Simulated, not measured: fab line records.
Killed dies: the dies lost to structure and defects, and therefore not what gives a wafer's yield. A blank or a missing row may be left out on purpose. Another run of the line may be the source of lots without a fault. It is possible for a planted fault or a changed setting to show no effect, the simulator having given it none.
Matching of chambers ; flow nand harc ; ald metal-04 running NHARC_P_CONTACT_ALD_22: 4 sister chambers
The step deposits TiN, target thk 3 nm, pulse time 1 s, ald cycles 150. 4 wafers are shown with their chamber, then 8 later ones without.

EACH WAFER AND ITS CHAMBER
wafer;chamber;heater power w (W)
L082.1;2;972
L082.3;0;1160
L082.6;1;1185
L085.2;3;1186

WAFERS WITH NO CHAMBER GIVEN
wafer;heater power w (W)
L085.4;933
L085.6;1183
L088.3;1172
L088.4;1182
L088.5;1212
L091.1;989
L091.3;1227
L091.6;1189

EACH ONE'S CHAMBER
wafer;from the rows above;in truth
L085.4;2;2
L085.6;can't be placed: 1 or 3 or 0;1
L088.3;can't be placed: 0 or 1 or 3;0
L088.4;can't be placed: 1 or 3 or 0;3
L088.5;can't be placed: 3 or 1 or 0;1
L091.1;2;2
L091.3;can't be placed: 3 or 1 or 0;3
L091.6;can't be placed: 3 or 1 or 0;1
Correctly placed: 2 of 8. Can't be placed from these rows: 6 (the true chamber is among the candidates in 6). Number placed wrongly: 0.
How it was worked out, from the rows above alone: a wafer's distance from a chamber is the root of the sum, over the readings, of the square of ((its reading less the chamber's mean) divided by the reading's scatter). If the next closest chamber is less than 2 further off than the closest, the wafer can't be placed; otherwise it belongs to the closest. For every chamber, the mean is computed from those of its wafers that are shown. The scatter (one wafer shown for each chamber): square how far every hidden wafer sits from the nearest shown wafer, average those squares and take the square root.
